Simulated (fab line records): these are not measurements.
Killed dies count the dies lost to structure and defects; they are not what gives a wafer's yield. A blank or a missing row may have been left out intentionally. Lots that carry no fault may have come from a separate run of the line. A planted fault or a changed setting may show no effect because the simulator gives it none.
Which tool did it? -- flow n5-finfet -- 72 wafers from 24 lots sampled at 3 of the route's 1938 steps

WHAT THE GAUGES SHOWED, per wafer
N5_FIN_CUT_CD_MEAS_08: the cd target is 29.1 nm.
lot,measured,on,cd-nm (nm)
L074,day 2 03:25,cd-sem-02,29.35 29.67 28.88
L075,day 2 10:19,cd-sem-01,29.24 29.01 28.90
L076,day 2 14:29,cd-sem-02,29.25 29.46 29.15
L077,day 2 20:52,cd-sem-03,28.83 29.23 28.72
L078,day 3 03:08,cd-sem-01,29.08 29.12 28.85
L079,day 3 09:27,cd-sem-02,29.14 29.09 29.08
L080,day 3 14:55,cd-sem-03,28.90 28.94 29.33
L081,day 3 20:46,cd-sem-03,29.21 29.10 28.88
L082,day 4 04:00,cd-sem-03,29.01 29.21 28.82
L083,day 4 08:35,cd-sem-03,29.20 29.16 29.19
L084,day 4 15:16,cd-sem-02,28.90 28.92 29.07
L085,day 4 23:20,cd-sem-01,28.84 28.80 29.31
L086,day 5 07:31,cd-sem-01,29.04 29.06 29.10
L087,day 5 11:22,cd-sem-03,29.08 28.97 29.15
L088,day 5 14:19,cd-sem-01,29.13 29.27 28.55
L089,day 5 20:46,cd-sem-03,29.48 28.98 29.28
L090,day 6 02:42,cd-sem-02,28.84 29.35 29.58
L091,day 6 09:03,cd-sem-01,29.12 29.11 29.18
L092,day 6 13:57,cd-sem-03,29.01 29.14 29.29
L093,day 6 20:19,cd-sem-02,28.93 28.98 29.05
L094,day 7 03:11,cd-sem-03,29.41 29.10 29.00
L095,day 7 08:25,cd-sem-02,29.41 29.22 29.05
L096,day 7 14:44,cd-sem-03,29.17 29.19 29.08
L097,day 7 20:57,cd-sem-01,29.17 29.01 29.31

WHAT TOOL EACH LOT RAN ON (gives the tool, then ch and the chambers of the sampled wafers, and finally the start)
lot,N5_FIN_SAQP_HM_CD_35,N5_FIN_SAQP_FIN_ETCH_36
L074,"cd-sem-02, day 2 02:41","rie-si-01 ch 0,1,3, day 2 02:45"
L075,"cd-sem-02, day 2 09:41","rie-si-03 ch 0,1,2, day 2 09:46"
L076,"cd-sem-01, day 2 13:44","rie-si-03 ch 0,2,3, day 2 13:48"
L077,"cd-sem-03, day 2 20:14","rie-si-01 ch 0,1,2, day 2 20:19"
L078,"cd-sem-01, day 3 02:23","rie-si-03 ch 0,3, day 3 02:27"
L079,"cd-sem-03, day 3 08:43","rie-si-02 ch 0,1,2, day 3 08:47"
L080,"cd-sem-01, day 3 14:10","rie-si-03 ch 0,2,3, day 3 14:14"
L081,"cd-sem-01, day 3 20:01","rie-si-01 ch 0,2,3, day 3 20:05"
L082,"cd-sem-01, day 4 03:23","rie-si-03 ch 0,1,2, day 4 03:27"
L083,"cd-sem-03, day 4 07:58","rie-si-01 ch 1,2,3, day 4 08:02"
L084,"cd-sem-03, day 4 14:31","rie-si-03 ch 1,2, day 4 14:35"
L085,"cd-sem-03, day 4 22:43","rie-si-02 ch 2,3, day 4 22:47"
L086,"cd-sem-03, day 5 06:53","rie-si-01 ch 0,2,3, day 5 06:58"
L087,"cd-sem-03, day 5 10:45","rie-si-01 ch 2,3, day 5 10:49"
L088,"cd-sem-01, day 5 13:41","rie-si-01 ch 0,2, day 5 13:46"
L089,"cd-sem-01, day 5 20:08","rie-si-01 ch 0,1, day 5 20:12"
L090,"cd-sem-03, day 6 02:05","rie-si-03 ch 0,2,3, day 6 02:09"
L091,"cd-sem-03, day 6 08:19","rie-si-03 ch 0,1,3, day 6 08:22"
L092,"cd-sem-01, day 6 13:20","rie-si-03 ch 2,3, day 6 13:24"
L093,"cd-sem-01, day 6 19:32","rie-si-02 ch 0,1,2, day 6 19:36"
L094,"cd-sem-01, day 7 02:34","rie-si-02 ch 0,1, day 7 02:38"
L095,"cd-sem-02, day 7 07:47","rie-si-01 ch 0,2,3, day 7 07:51"
L096,"cd-sem-03, day 7 13:59","rie-si-02 ch 1,2,3, day 7 14:03"
L097,"cd-sem-03, day 7 20:20","rie-si-01 ch 1,2, day 7 20:24"
- N5_FIN_SAQP_HM_CD_35: target cd 8 nm.
- N5_FIN_SAQP_FIN_ETCH_36: etches the open film in HBr/Cl2/O2, target depth 120 nm, time 50.4 s.

AS READ BY THE TOOLS THEMSELVES (means over the sampled wafers that have a number; for cases with no such wafer, the mark the record gives instead)
N5_FIN_SAQP_HM_CD_35.
lot,tool,cd-nm (nm)
L074,cd-sem-02,8.17
L075,cd-sem-02,8.15
L076,cd-sem-01,8.07
L077,cd-sem-03,8.48
L078,cd-sem-01,7.89
L079,cd-sem-03,8.30
L080,cd-sem-01,8.03
L081,cd-sem-01,7.97
L082,cd-sem-01,8.28
L083,cd-sem-03,8.09
L084,cd-sem-03,8.22
L085,cd-sem-03,7.99
L086,cd-sem-03,8.07
L087,cd-sem-03,8.18
L088,cd-sem-01,7.93
L089,cd-sem-01,7.99
L090,cd-sem-03,8.09
L091,cd-sem-03,7.92
L092,cd-sem-01,7.92
L093,cd-sem-01,8.00
L094,cd-sem-01,7.98
L095,cd-sem-02,8.17
L096,cd-sem-03,8.18
L097,cd-sem-03,8.18

N5_FIN_SAQP_FIN_ETCH_36.
lot,tool,chamber-pressure-mTorr (mTorr),drypump-motor-current-A (A),oes-product-au (a.u.),throttle-valve-pct (%)
L074,rie-si-01,10.007,6.1,0.988,36.03
L075,rie-si-03,10.002,5.5,0.994,35.77
L076,rie-si-03,10.005,5.4,1.019,35.84
L077,rie-si-01,9.986,5.8,1.007,35.99
L078,rie-si-03,9.995,4.9,1.007,35.95
L079,rie-si-02,9.994,6.6,1.007,36.24
L080,rie-si-03,9.992,5.4,1.012,35.85
L081,rie-si-01,9.997,6.0,1.004,36.11
L082,rie-si-03,10.015,5.5,0.991,35.78
L083,rie-si-01,9.995,5.8,1.001,35.94
L084,rie-si-03,10.001,5.9,0.978,35.77
L085,rie-si-02,10.001,6.2,1.013,35.86
L086,rie-si-01,10.005,6.0,1.001,36.09
L087,rie-si-01,10.006,6.0,1.008,36.02
L088,rie-si-01,9.997,5.7,1.027,36.05
L089,rie-si-01,10.005,5.9,1.005,35.92
L090,rie-si-03,10.001,5.4,1.018,35.85
L091,rie-si-03,9.992,5.2,1.009,35.92
L092,rie-si-03,10.008,5.9,1.029,35.74
L093,rie-si-02,10.003,6.6,1.017,36.22
L094,rie-si-02,10.003,6.7,0.998,36.52
L095,rie-si-01,9.994,6.0,1.006,36.09
L096,rie-si-02,10.003,6.5,1.008,36.00
L097,rie-si-01,10.003,5.5,1.013,35.91

THE ANSWER, worked out from the rows above alone
Rule: what is usual is taken from the lots themselves. The widest of any qualifying gaps counts: lots, ordered by their means at a reading, are off when they make up no more than a third of the lots, leave a main group of 4 or more, and stand apart from it by 3 or more times the standard deviation of that group's means. Not used: any main group whose means are identical at the precision the tables above print for the reading. Also off: a lot with no number at a reading for which 4 or more lots have one. Where the step has rows for the other lots, those lots are counted as sound. The gauges are gone through in route order, then the tools' own readings, and for those a lot's mean is taken as printed above. The first step at which some lot is off is used, and at that step the reading that is off furthest; a lot without a number counts as furthest.
No lot is off at any reading shown: from this, nothing can be told.

WHAT THE SIMULATOR PUT IN
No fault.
